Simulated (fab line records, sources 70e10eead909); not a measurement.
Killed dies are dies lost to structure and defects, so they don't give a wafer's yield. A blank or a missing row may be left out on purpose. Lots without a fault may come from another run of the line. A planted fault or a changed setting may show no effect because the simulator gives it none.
A struck lot beside a sound one | flow nand_harc | 18 steps out of a route of 1159
Sound: wafers L422.1, L422.2, L422.5. Struck: wafers L426.1, L426.2, L426.5. The cause comes at the end.
At each step with rows: each side's tool, then ch and its chambers, then its first start. Under that, the readings that differ: sound wafers | struck wafers | difference of the means | sigmas: that difference in standard deviations of wafers without a fault.
alike: readings whose means differ by less than 2 such deviations, and words and numbers that are the same on both sides. not compared: withheld readings, readings that some wafer has no value for, bounds like >300 that may hide the same value, and numbers for which the record gives no deviation and whose values overlap.
The two part at a step that has a row with sigmas, a row that says differs or no value, or rows on one side only. Numbers that don't overlap but have no deviation are shown without sigmas and don't part them. A reading that every wafer of one side lacks parts them only if that side has two wafers or more.

NHARC_P_M1_INSPECT_11:
  sound on defect_inspect-01, day 8 07:33; struck on defect_inspect-01, day 10 02:52
  alike: raw_defect_count
then, 1 step without rows for these wafers: NHARC_P_M1_DESCUM_14 (chemistry O2, time 3 s).
NHARC_P_M1_ETCH_35: etches the open film in N2/H2, target depth 40 nm, overetch 12 nm, time 43.94 s.
  sound on rie_diel-06 ch 0,2,3, day 8 07:43; struck on rie_diel-06 ch 0,3, day 10 03:01
  alike: chamber_pressure_mTorr, drypump_motor_current_A, oes_product_au, rf_fwd_power_W, rf_vpp_V, showerhead_plenum_p_Torr, throttle_valve_pct
  not compared: rf_hours_counter_h
then, 1 step without rows for these wafers: NHARC_P_M1_ETCH_15 (etches the open film in C4F8/Ar, target depth 182.5 nm, time 91.2 s).
NHARC_P_M1_CD_MEAS_16:
  sound on cd_sem-02, day 8 07:55; struck on cd_sem-01, day 10 03:14
  alike: cd_nm
NHARC_P_M1_STRIP_18: strips in N2/H2.
  sound on rie_diel-04 ch 0,1,2, day 8 08:04; struck on rie_diel-04 ch 2,3, day 10 03:19
  alike: chamber_pressure_mTorr, drypump_motor_current_A, oes_product_au, rf_fwd_power_W, rf_vpp_V, showerhead_plenum_p_Torr, throttle_valve_pct
  not compared: rf_hours_counter_h
then, 3 steps without rows for these wafers: NHARC_P_M1_ETCH_28 (etches the open film in CF4/N2, target depth 30 nm, time 72.99 s); NHARC_P_M1_STRIP_19 (strips in post etch residue remover, time 600 s); NHARC_P_M1_DEGAS_29 (time 60 s).
NHARC_P_M1_PRE_CLEAN_30: time 30 s.
  sound on pvd_sputter-03; struck on pvd_sputter-01
  alike: heater_power_w
NHARC_P_M1_PVD_20: deposits TaN, target thk 5 nm, time 8.06 s.
  sound on pvd_sputter-03; struck on pvd_sputter-01
  alike: substrate_temp_c, throttle_valve_pct
NHARC_P_M1_PVD_21: deposits Cu, target thk 30 nm, time 20.49 s.
  sound on pvd_sputter-03; struck on pvd_sputter-01
  alike: substrate_temp_c, throttle_valve_pct
NHARC_P_M1_ECD_22: material Cu, target thk 400 nm.
  sound on ecd_cu-02 ch 0,1, day 8 09:01; struck on ecd_cu-01 ch 0,1, day 10 04:19
  no value came back on the struck wafers for bath_heat_duty_pct (%), bath_temp_c (C); on the sound wafers bath_heat_duty_pct (%) reads 4.9 7.1 5.0
then, 1 step without rows for these wafers: NHARC_P_M1_ANNEAL_31 (time 90 s).
NHARC_P_M1_CMP_23: polishes, t overpolish 20 s, target thk 157.82 nm.
  sound on cmp-03 ch 0,1,2, day 8 09:46; struck on cmp-04 ch 0,2,3, day 10 05:04
  reading                | sound    | struck | difference | sigmas
  time_to_endpoint_s (s) | 30 28 28 | 4 2 2  | -26        | -8
  alike: edge_zone_pressure_frac, motor_current_A
NHARC_P_M1_THK_MEAS_24: measures by xrf.
  sound on film_metro-02, day 8 10:02; struck on film_metro-01, day 10 05:21
  reading     | sound             | struck         | difference | sigmas
  thk_nm (nm) | 156.4 158.2 157.2 | 30.1 29.2 30.6 | -127.3     | -75
then, 1 step without rows for these wafers: NHARC_P_M1_SRD_25.
-- the record jumps here: 14 days lie between the struck wafers' starts before and after (it left off in module P_M1 and takes up again in module END, whose first step shown is number 1159 of the route) --
NHARC_END_SORT_01:
  the record has rows for the struck wafers here (prober-01 ch 0, day 23 17:37) and none for the sound ones

WHERE THEY PART
First at NHARC_P_M1_ECD_22; last, within this record, at NHARC_END_SORT_01.

WHY: what the simulator had put in
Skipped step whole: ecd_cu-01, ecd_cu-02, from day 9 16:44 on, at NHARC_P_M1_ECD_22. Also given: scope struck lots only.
